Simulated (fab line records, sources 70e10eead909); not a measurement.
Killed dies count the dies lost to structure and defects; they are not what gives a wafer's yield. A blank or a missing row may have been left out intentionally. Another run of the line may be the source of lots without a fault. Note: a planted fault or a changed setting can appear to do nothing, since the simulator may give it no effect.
Which tool did it? + flow nand-harc + Sampling: 12 lots, 36 wafers, 6 of 1159 route steps

WHAT EACH GAUGE READ, for each wafer
NHARC_A_CONTACT_CD_MEAS_42: the cd target is 200 nm. Usual: cd-nm reads 200.1 nm (standard deviation 0.6).
| lot  | measured     | on        | cd-nm (nm)        | flag |
|------|--------------|-----------|-------------------|------|
| L241 | day 16 11:37 | cd-sem-02 | 200.0 200.1 200.5 |      |
| L242 | day 17 10:23 | cd-sem-01 | 199.9 199.8 199.9 |      |
| L245 | day 17 06:16 | cd-sem-01 | 201.0 200.2 200.6 |      |
| L246 | day 17 17:09 | cd-sem-01 | 200.2 200.0 201.7 |      |
| L248 | day 18 18:34 | cd-sem-03 | 200.8 200.7 199.3 |      |
| L251 | day 19 11:01 | cd-sem-03 | 199.9 202.0 199.7 |      |
| L250 | day 19 15:46 | cd-sem-02 | 216.3 216.7 216.3 | OFF  |
| L253 | day 19 16:02 | cd-sem-01 | 213.5 213.3 214.8 | OFF  |
| L252 | day 19 22:02 | cd-sem-03 | 212.5 212.2 211.9 | OFF  |
| L255 | day 20 02:08 | cd-sem-02 | 200.0 200.9 201.2 |      |
| L257 | day 20 03:49 | cd-sem-03 | 200.2 200.0 200.9 |      |
| L261 | day 21 12:28 | cd-sem-02 | 199.9 200.5 199.5 |      |

NHARC_END_SORT_01. Usual: killed-at-array 29, standard deviation 11; killed-at-other 0.5, standard deviation 0.89; killed-at-periphery 3.3, standard deviation 2; killed-dies 32, standard deviation 11; killed-open 3.1, standard deviation 1.9; killed-short 2.3, standard deviation 1.6.
| lot  | measured     | on        | killed-at-array | killed-at-other | killed-at-periphery | killed-dies | killed-open | killed-short | flag |
|------|--------------|-----------|-----------------|-----------------|---------------------|-------------|-------------|--------------|------|
| L242 | day 20 11:10 | prober-01 | 32 24 28        | 0 0 0           | 3 6 3               | 35 30 31    | 4 2 0       | 3 2 2        |      |
| L245 | day 20 04:56 | prober-02 | 15 12 9         | 1 0 1           | 7 4 3               | 23 16 13    | 3 3 2       | 4 1 2        |      |
| L251 | day 22 08:41 | prober-01 | 18 17 22        | 0 1 1           | 1 3 2               | 19 21 25    | 4 5 2       | 1 2 6        |      |
| L250 | day 22 14:54 | prober-01 | 39 34 30        | 0 0 0           | 6 1 3               | 45 35 33    | 0 2 3       | 5 2 4        |      |
| L253 | day 22 14:51 | prober-02 | 30 22 32        | 0 1 0           | 3 2 1               | 33 25 33    | 4 5 7       | 5 1 1        |      |
| L252 | day 23 10:44 | prober-01 | 34 45 34        | 1 0 0           | 4 5 1               | 39 50 35    | 2 8 5       | 1 3 3        |      |
| L255 | day 23 18:27 | prober-01 | 36 34 30        | 1 1 0           | 0 3 2               | 37 38 32    | 1 3 4       | 3 1 2        |      |

TOOL THAT RAN EACH LOT (tool first, then ch and the chambers of the sampled wafers, then the start)
| lot  | NHARC_A_WL_FILL_ALD_10           | NHARC_A_WL_FILL_ALD_19              | NHARC_A_CONTACT_EXPOSE_39          | NHARC_A_CONTACT_DESCUM_47          |
|------|----------------------------------|-------------------------------------|------------------------------------|------------------------------------|
| L241 | ald-hk-04 ch 0,1, day 15 15:22   | ald-metal-02 ch 1,2, day 16 01:50   | arfi-scanner-03 ch 0, day 16 11:28 | rie-diel-13 ch 1,2,3, day 16 11:49 |
| L242 | ald-hk-03 ch 0,2,3, day 16 03:10 | ald-metal-04 ch 0,2, day 16 15:37   | arfi-scanner-02 ch 0, day 17 10:14 | rie-diel-05 ch 0,3, day 17 10:35   |
| L245 | ald-hk-02 ch 0,1,3, day 16 06:32 | ald-metal-03 ch 1,2,3, day 16 15:35 | arfi-scanner-01 ch 0, day 17 06:08 | rie-diel-05 ch 1,2,3, day 17 06:28 |
| L246 | ald-hk-02 ch 0,2,3, day 16 10:32 | ald-metal-04 ch 0,2,3, day 16 20:47 | arfi-scanner-02 ch 0, day 17 17:01 | rie-diel-05 ch 0,1,2, day 17 17:20 |
| L248 | ald-hk-02 ch 1,2,3, day 17 21:58 | ald-metal-03 ch 0,1,2, day 18 09:28 | arfi-scanner-01 ch 0, day 18 18:26 | rie-diel-07 ch 1,2, day 18 18:47   |
| L251 | ald-hk-02 ch 0,1,3, day 18 11:32 | ald-metal-03 ch 1,2, day 18 20:53   | arfi-scanner-02 ch 0, day 19 10:53 | rie-diel-07 ch 0,1, day 19 11:12   |
| L250 | ald-hk-02 ch 0,2,3, day 18 18:09 | ald-metal-04 ch 0,1,2, day 19 04:39 | arfi-scanner-02 ch 0, day 19 15:38 | rie-diel-13 ch 1,2,3, day 19 15:58 |
| L253 | ald-hk-04 ch 0,1,2, day 18 19:12 | ald-metal-02 ch 2,3, day 19 04:41   | arfi-scanner-02 ch 0, day 19 15:53 | rie-diel-07 ch 1,2, day 19 16:14   |
| L252 | ald-hk-03 ch 0,2,3, day 19 00:20 | ald-metal-02 ch 0,1,3, day 19 10:28 | arfi-scanner-02 ch 0, day 19 21:53 | rie-diel-07 ch 0,3, day 19 22:14   |
| L255 | ald-hk-04 ch 0,1,3, day 19 00:20 | ald-metal-04 ch 0,1, day 19 10:28   | arfi-scanner-03 ch 0, day 20 02:00 | rie-diel-05 ch 0,1,2, day 20 02:23 |
| L257 | ald-hk-02 ch 0,1, day 19 05:26   | ald-metal-02 ch 0,1,2, day 19 15:33 | arfi-scanner-01 ch 0, day 20 03:41 | rie-diel-05 ch 2,3, day 20 04:00   |
| L261 | ald-hk-04 ch 0,1,2, day 20 08:36 | ald-metal-03 ch 0,1,2, day 20 18:56 | arfi-scanner-03 ch 0, day 21 12:20 | rie-diel-05 ch 0,2,3, day 21 12:40 |
- NHARC_A_WL_FILL_ALD_10: deposits SiO2, target thk 50 nm, pulse time 10 s, ald cycles 500.
- NHARC_A_WL_FILL_ALD_19: deposits TiN, target thk 2 nm, pulse time 3 s, ald cycles 100.
- NHARC_A_CONTACT_EXPOSE_39: exposes mask A CC 3.
- NHARC_A_CONTACT_DESCUM_47: chemistry O2, time 3 s.

WHAT THE TOOLS THEMSELVES READ (means of the sampled wafers that have a number; where no wafer has one, the mark that the record gives instead)
NHARC_A_WL_FILL_ALD_10. Usual: heater-power-w 471 W, standard deviation 56; precursor-pulse-height-rel 1.000, standard deviation 0.019.
| lot  | tool      | heater-power-w (W) | precursor-pulse-height-rel | flag |
|------|-----------|--------------------|----------------------------|------|
| L241 | ald-hk-04 | 472                | 1.006                      |      |
| L242 | ald-hk-03 | 459                | 1.024                      |      |
| L245 | ald-hk-02 | 476                | 0.999                      |      |
| L246 | ald-hk-02 | 496                | 0.982                      |      |
| L248 | ald-hk-02 | 451                | 1.002                      |      |
| L251 | ald-hk-02 | 485                | 1.021                      |      |
| L250 | ald-hk-02 | 499                | 1.008                      |      |
| L253 | ald-hk-04 | 503                | 0.996                      |      |
| L252 | ald-hk-03 | 453                | 0.999                      |      |
| L255 | ald-hk-04 | 456                | 1.002                      |      |
| L257 | ald-hk-02 | 499                | 0.982                      |      |
| L261 | ald-hk-04 | 497                | 0.996                      |      |

NHARC_A_WL_FILL_ALD_19. Usual: heater-power-w 1042 W, standard deviation 93; precursor-pulse-height-rel 0.999, standard deviation 0.019.
| lot  | tool         | heater-power-w (W) | precursor-pulse-height-rel | flag |
|------|--------------|--------------------|----------------------------|------|
| L241 | ald-metal-02 | 1095               | 0.984                      |      |
| L242 | ald-metal-04 | 1170               | 1.016                      |      |
| L245 | ald-metal-03 | 1020               | 1.014                      |      |
| L246 | ald-metal-04 | 1075               | 1.014                      |      |
| L248 | ald-metal-03 | 1037               | 0.993                      |      |
| L251 | ald-metal-03 | 1045               | 0.993                      |      |
| L250 | ald-metal-04 | 1079               | 1.005                      |      |
| L253 | ald-metal-02 | 959                | 1.003                      |      |
| L252 | ald-metal-02 | 1006               | 1.012                      |      |
| L255 | ald-metal-04 | 972                | 0.990                      |      |
| L257 | ald-metal-02 | 1093               | 1.008                      |      |
| L261 | ald-metal-03 | 1034               | 1.008                      |      |

NHARC_A_CONTACT_EXPOSE_39. Usual: exposure-dose-mJ-cm2 58.80, standard deviation 0.066; focus-offset-nm -0.1 nm, standard deviation 0.48.
| lot  | tool            | exposure-dose-mJ-cm2 | focus-offset-nm (nm) | flag |
|------|-----------------|----------------------|----------------------|------|
| L241 | arfi-scanner-03 | 58.77                | 0.5                  |      |
| L242 | arfi-scanner-02 | 58.89                | 0.0                  |      |
| L245 | arfi-scanner-01 | 58.87                | 0.1                  |      |
| L246 | arfi-scanner-02 | 58.87                | -0.7                 |      |
| L248 | arfi-scanner-01 | 58.85                | 0.6                  |      |
| L251 | arfi-scanner-02 | 58.82                | 0.0                  |      |
| L250 | arfi-scanner-02 | 79.84                | 0.5                  | OFF  |
| L253 | arfi-scanner-02 | 75.62                | -0.5                 | OFF  |
| L252 | arfi-scanner-02 | 73.95                | -0.2                 | OFF  |
| L255 | arfi-scanner-03 | 58.90                | -0.1                 |      |
| L257 | arfi-scanner-01 | 58.72                | -0.6                 |      |
| L261 | arfi-scanner-03 | 58.70                | -0.2                 |      |

NHARC_A_CONTACT_DESCUM_47. Usual: drypump-motor-current-A 5.7 A, standard deviation 0.42; oes-product-au 1.004 a.u., standard deviation 0.013; rf-vpp-V 57.8 V, standard deviation 0.89; showerhead-plenum-p-Torr 1.92 Torr, standard deviation 0.061; throttle-valve-pct 11.312 %, standard deviation 0.0092.
| lot  | tool        | drypump-motor-current-A (A) | oes-product-au (a.u.) | rf-vpp-V (V) | showerhead-plenum-p-Torr (Torr) | throttle-valve-pct (%) | flag |
|------|-------------|-----------------------------|-----------------------|--------------|---------------------------------|------------------------|------|
| L241 | rie-diel-13 | 5.7                         | 1.006                 | 58.2         | 2.01                            | 11.310                 |      |
| L242 | rie-diel-05 | 5.4                         | 1.004                 | 57.0         | 1.91                            | 11.303                 |      |
| L245 | rie-diel-05 | 5.7                         | 1.005                 | 57.7         | 1.89                            | 11.307                 |      |
| L246 | rie-diel-05 | 5.7                         | 0.999                 | 57.6         | 1.91                            | 11.322                 |      |
| L248 | rie-diel-07 | 5.9                         | 1.009                 | 57.6         | 1.90                            | 11.321                 |      |
| L251 | rie-diel-07 | 6.2                         | 0.998                 | 57.9         | 1.88                            | 11.314                 |      |
| L250 | rie-diel-13 | 5.7                         | 1.003                 | 59.0         | 2.00                            | 11.317                 |      |
| L253 | rie-diel-07 | 5.9                         | 1.016                 | 57.9         | 1.90                            | 11.313                 |      |
| L252 | rie-diel-07 | 6.0                         | 1.004                 | 58.6         | 1.91                            | 11.314                 |      |
| L255 | rie-diel-05 | 5.7                         | 1.006                 | 57.4         | 1.90                            | 11.311                 |      |
| L257 | rie-diel-05 | 5.7                         | 0.996                 | 57.0         | 1.86                            | 11.308                 |      |
| L261 | rie-diel-05 | 5.7                         | 1.000                 | 57.1         | 1.88                            | 11.315                 |      |

THE ANSWER, worked out from the rows above alone
Rule: take the mean of a lot's wafers that have a number; if it is more than 3 standard deviations from the usual mean, the lot is off. A lot without any number at a reading at which 4 lots or more have one is off too. The other lots that the step has rows for count as sound. After the gauges, taken in route order, come the tools' own readings; for these a lot's mean is taken, as printed above. At the first step where some lot is off, the reading lying furthest off is the one used; lots without a number count as furthest.
Off, at NHARC_A_CONTACT_CD_MEAS_42 on cd-nm: L250, L253, L252.
If a tool, at a process step before that reading, ran all the lots that are off and no sound lot after the first of them, it fits. Not tried: the gauges at NHARC_A_CONTACT_CD_MEAS_42; whatever is off there is also off at NHARC_A_CONTACT_EXPOSE_39, on other tools, and gauge error can't account for it. One fits: NHARC_A_CONTACT_EXPOSE_39 on arfi-scanner-02. A fault onset in the window from L251 (day 19 10:53, its last sound lot) to L250 (day 19 15:38, its first lot off) fits.
The tool's own readings at NHARC_A_CONTACT_EXPOSE_39 bear it out: on the lots that are off they differ by more than 5 times the standard deviation of the sound lots' means. exposure-dose-mJ-cm2 reads 76.47 there against 58.82 on the sound lots.

WHAT THE SIMULATOR PUT IN
Drift in process parameters on arfi-scanner-02 at NHARC_A_CONTACT_EXPOSE_39, starting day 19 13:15. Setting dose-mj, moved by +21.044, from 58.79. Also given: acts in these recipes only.
Shown lots that were struck: L250, L253, L252. The rule given above showed the same thing.
